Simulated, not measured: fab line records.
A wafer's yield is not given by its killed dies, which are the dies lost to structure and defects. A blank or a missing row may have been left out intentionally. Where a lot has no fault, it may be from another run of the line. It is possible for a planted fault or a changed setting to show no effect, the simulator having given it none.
Chamber matching :: flow nandHarc :: pecvd-04 running NHARC_A_STAIRCASE_DEP_301: 3 sister chambers
The step deposits SiON, target thk 30 nm. 6 wafers are shown with their chamber, then 7 later ones without.

WAFERS WITH THEIR CHAMBER
wafer: L375.6
chamber: 2
showerheadVppV (V): 1128
rfFwdPowerW (W): 348.5

wafer: L388.1
chamber: 0
showerheadVppV (V): 1112
rfFwdPowerW (W): 347.9

wafer: L388.2
chamber: 1
showerheadVppV (V): 1169
rfFwdPowerW (W): 347.9

wafer: L388.4
chamber: 2
showerheadVppV (V): 1109
rfFwdPowerW (W): 350.5

wafer: L389.1
chamber: 0
showerheadVppV (V): 1127
rfFwdPowerW (W): 350.0

wafer: L389.2
chamber: 1
showerheadVppV (V): 1182
rfFwdPowerW (W): 347.9

WAFERS WHOSE CHAMBER IS MISSING
wafer: L389.3
showerheadVppV (V): 1111
rfFwdPowerW (W): 347.2

wafer: L391.3
showerheadVppV (V): 1123
rfFwdPowerW (W): 351.4

wafer: L391.5
showerheadVppV (V): 1123
rfFwdPowerW (W): 346.8

wafer: L391.6
showerheadVppV (V): 1108
rfFwdPowerW (W): 350.6

wafer: L393.1
showerheadVppV (V): 1194
rfFwdPowerW (W): 346.8

wafer: L393.2
showerheadVppV (V): 1128
rfFwdPowerW (W): 347.6

wafer: L393.6
showerheadVppV (V): 1120
rfFwdPowerW (W): 349.4

WHICH CHAMBER EACH WENT THROUGH
wafer: L389.3
from the rows above: can't be placed: 0 or 2
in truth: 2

wafer: L391.3
from the rows above: can't be placed: 2 or 0
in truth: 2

wafer: L391.5
from the rows above: can't be placed: 0 or 2
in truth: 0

wafer: L391.6
from the rows above: can't be placed: 2 or 0
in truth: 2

wafer: L393.1
from the rows above: 1
in truth: 1

wafer: L393.2
from the rows above: can't be placed: 0 or 2
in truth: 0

wafer: L393.6
from the rows above: can't be placed: 2 or 0
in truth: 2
1 of 7 placed correctly. Unplaceable from these rows: 6, with the true chamber sitting among the candidates in 6. Wrongly placed: 0.
How it was worked out, from the rows above alone: a wafer's distance from a chamber is the root of the sum, over the readings, of the square of ((its reading less the chamber's mean) divided by the reading's scatter). If the next closest chamber is less than 2 further off than the closest, the wafer can't be placed; otherwise it belongs to the closest. Each chamber's mean is taken over the wafers shown for it. The scatter: the root of (the sum of the squares of (reading less its chamber's mean) over the shown wafers, divided by (wafers less chambers)).
